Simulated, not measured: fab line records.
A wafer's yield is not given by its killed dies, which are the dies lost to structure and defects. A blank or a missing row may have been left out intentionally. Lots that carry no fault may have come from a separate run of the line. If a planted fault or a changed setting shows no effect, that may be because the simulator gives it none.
Matching of chambers + flow n5 finfet + N5_BEOL_M2_DESCUM_33 on rie diel-02: 4 sister chambers
The step chemistry O2, time 7 s. 14 wafers are shown with their chamber, then 7 later ones without.

## WAFERS WITH THEIR CHAMBER
| wafer  | chamber | throttle valve pct (%) | chamber pressure mTorr (mTorr) | oes product au (a.u.) |
|--------|---------|------------------------|--------------------------------|-----------------------|
| L074.4 | 0       | 20.60                  | 19.994                         | 0.66                  |
| L074.5 | 0       | 20.61                  | 19.986                         | 0.66                  |
| L074.6 | 3       | 20.36                  | 19.980                         | 0.74                  |
| L075.2 | 0       | 20.59                  | 19.989                         | 0.67                  |
| L075.3 | 2       | 20.10                  | 20.006                         | 0.97                  |
| L075.5 | 1       | 20.18                  | 19.966                         | 0.83                  |
| L077.1 | 2       | 20.11                  | 20.024                         | 0.93                  |
| L077.2 | 3       | 20.39                  | 20.018                         | 0.73                  |
| L077.6 | 2       | 20.11                  | 20.008                         | 0.94                  |
| L078.1 | 3       | 20.39                  | 20.026                         | 0.74                  |
| L078.3 | 0       | 20.18                  | 20.018                         | 1.00                  |
| L078.6 | 0       | 20.19                  | 19.989                         | 1.01                  |
| L092.2 | 3       | 20.43                  | 20.003                         | 0.73                  |
| L092.4 | 2       | 20.15                  | 19.998                         | 0.89                  |

SIGNATURES (averages over the wafers above)
| reading                | chamber 0 | chamber 1 | chamber 2 | chamber 3 | scatter within a chamber |
|------------------------|-----------|-----------|-----------|-----------|--------------------------|
| throttle valve pct     | 20.4340   | 20.1800   | 20.1175   | 20.3925   | 0.145                    |
| chamber pressure mTorr | 19.99520  | 19.96600  | 20.00900  | 20.00675  | 0.0151                   |
| oes product au         | 0.8000    | 0.8300    | 0.9325    | 0.7350    | 0.12                     |
Rule: distance of a wafer from a chamber = root of the sum over the readings of ((wafer's reading minus chamber's mean) / reading's scatter) squared. The wafer belongs to the nearest chamber; if the next one is less than 2 further off, it can't be placed. How the scatter is found: for the shown wafers, subtract from each reading the mean of its chamber, square and add these, divide the total by (wafers less chambers), then take the root.

## WAFERS WITH NO CHAMBER GIVEN
| wafer  | throttle valve pct (%) | chamber pressure mTorr (mTorr) | oes product au (a.u.) |
|--------|------------------------|--------------------------------|-----------------------|
| L092.6 | 20.44                  | 19.978                         | 0.72                  |
| L096.1 | 20.26                  | 19.991                         | 0.80                  |
| L096.2 | 20.24                  | 20.006                         | 0.89                  |
| L096.5 | 20.17                  | 20.011                         | 0.88                  |
| L095.1 | 20.26                  | 19.992                         | 0.79                  |
| L095.4 | 20.24                  | 20.016                         | 0.88                  |
| L095.5 | 20.45                  | 20.025                         | 0.71                  |

## WHICH CHAMBER EACH ONE RAN IN
| wafer  | from the rows above               | in truth |
|--------|-----------------------------------|----------|
| L092.6 | can't be placed: 0 or 3 or 1      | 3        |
| L096.1 | can't be placed: 0 or 3 or 1 or 2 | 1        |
| L096.2 | can't be placed: 2 or 3 or 0 or 1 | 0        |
| L096.5 | can't be placed: 2 or 3 or 0      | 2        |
| L095.1 | can't be placed: 0 or 3 or 1 or 2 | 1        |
| L095.4 | can't be placed: 2 or 3 or 0      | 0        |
| L095.5 | can't be placed: 3 or 0 or 2      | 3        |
Correctly placed: 0 of 7. From these rows, 7 cannot be placed; in 7 the true chamber is one of the candidates. 0 placed wrongly.
